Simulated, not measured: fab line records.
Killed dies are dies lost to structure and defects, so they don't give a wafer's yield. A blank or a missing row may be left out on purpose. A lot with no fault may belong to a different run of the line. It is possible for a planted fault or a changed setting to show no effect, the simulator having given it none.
Which tool did it? / flow n5-finfet / 24 lots (72 wafers sampled), 1 step of a 1938-step route

## WHAT THE GAUGES SHOWED, per wafer
N5_BEOL_M2_CD_MEAS_11 targets a cd of 16.79 nm.
lot=L074; measured=day 6 13:16; on=cd-sem-03; cd-nm (nm)=17.11 17.11 16.73
lot=L075; measured=day 6 19:20; on=cd-sem-03; cd-nm (nm)=17.10 17.41 17.13
lot=L077; measured=day 7 03:49; on=cd-sem-03; cd-nm (nm)=16.63 16.40 16.99
lot=L076; measured=day 7 03:52; on=cd-sem-01; cd-nm (nm)=17.01 17.13 16.83
lot=L078; measured=day 7 08:47; on=cd-sem-01; cd-nm (nm)=17.11 16.86 16.55
lot=L080; measured=day 7 19:39; on=cd-sem-02; cd-nm (nm)=16.90 16.84 16.98
lot=L079; measured=day 7 21:13; on=cd-sem-02; cd-nm (nm)=16.54 16.71 16.27
lot=L081; measured=day 8 09:16; on=cd-sem-02; cd-nm (nm)=16.42 16.75 16.74
lot=L082; measured=day 8 18:56; on=cd-sem-02; cd-nm (nm)=17.06 17.07 16.95
lot=L083; measured=day 9 02:14; on=cd-sem-01; cd-nm (nm)=16.72 16.69 16.48
lot=L085; measured=day 9 05:58; on=cd-sem-03; cd-nm (nm)=16.28 16.65 16.46
lot=L084; measured=day 9 07:10; on=cd-sem-03; cd-nm (nm)=16.73 16.53 16.97
lot=L086; measured=day 9 11:09; on=cd-sem-03; cd-nm (nm)=16.61 16.94 16.99
lot=L087; measured=day 9 19:50; on=cd-sem-02; cd-nm (nm)=16.34 16.52 16.77
lot=L088; measured=day 9 22:59; on=cd-sem-01; cd-nm (nm)=17.29 16.80 17.04
lot=L089; measured=day 10 04:04; on=cd-sem-01; cd-nm (nm)=16.83 16.34 16.35
lot=L090; measured=day 10 14:38; on=cd-sem-02; cd-nm (nm)=16.65 16.81 16.24
lot=L091; measured=day 10 17:29; on=cd-sem-02; cd-nm (nm)=16.71 16.51 16.30
lot=L092; measured=day 11 07:48; on=cd-sem-01; cd-nm (nm)=16.51 17.25 16.83
lot=L093; measured=day 11 08:49; on=cd-sem-01; cd-nm (nm)=16.97 16.99 16.98
lot=L094; measured=day 11 10:17; on=cd-sem-02; cd-nm (nm)=16.54 17.25 16.64
lot=L096; measured=day 11 23:41; on=cd-sem-01; cd-nm (nm)=16.46 16.40 17.44
lot=L095; measured=day 12 03:10; on=cd-sem-01; cd-nm (nm)=16.95 16.53 16.57
lot=L097; measured=day 12 05:42; on=cd-sem-02; cd-nm (nm)=16.67 17.04 17.13

## WHICH TOOL RAN EACH LOT (tool, then ch and the chambers of the sampled wafers, then the start)
The record holds no process step before these readings.

## AS READ BY THE TOOLS THEMSELVES (means over the sampled wafers that have a number; for cases with no such wafer, the mark the record gives instead)
The record holds no such reading with a usual standard deviation.

## THE ANSWER, worked out from the rows above alone
Rule: usual is defined by the lots themselves. Put in order of their means at a reading, lots are off if they are a third of the lots or fewer, leave a main group of 4 or more, and stand apart from it by a gap of 3 or more times the standard deviation of the main group's means; of several such gaps the widest counts. A main group is skipped when, at the precision printed for the reading in the tables above, its means are all equal. A lot without any number at a reading at which 4 lots or more have one is off too. All remaining lots with rows at the step are treated as sound. First the gauges in route order, then the tools' own readings, where a lot's mean is used as printed above. The first step at which some lot is off is used, and at that step the reading that is off furthest; a lot without a number counts as furthest.
No lot is off at any reading shown: from this, nothing can be told.

## WHAT HAD BEEN PUT IN BY THE SIMULATOR
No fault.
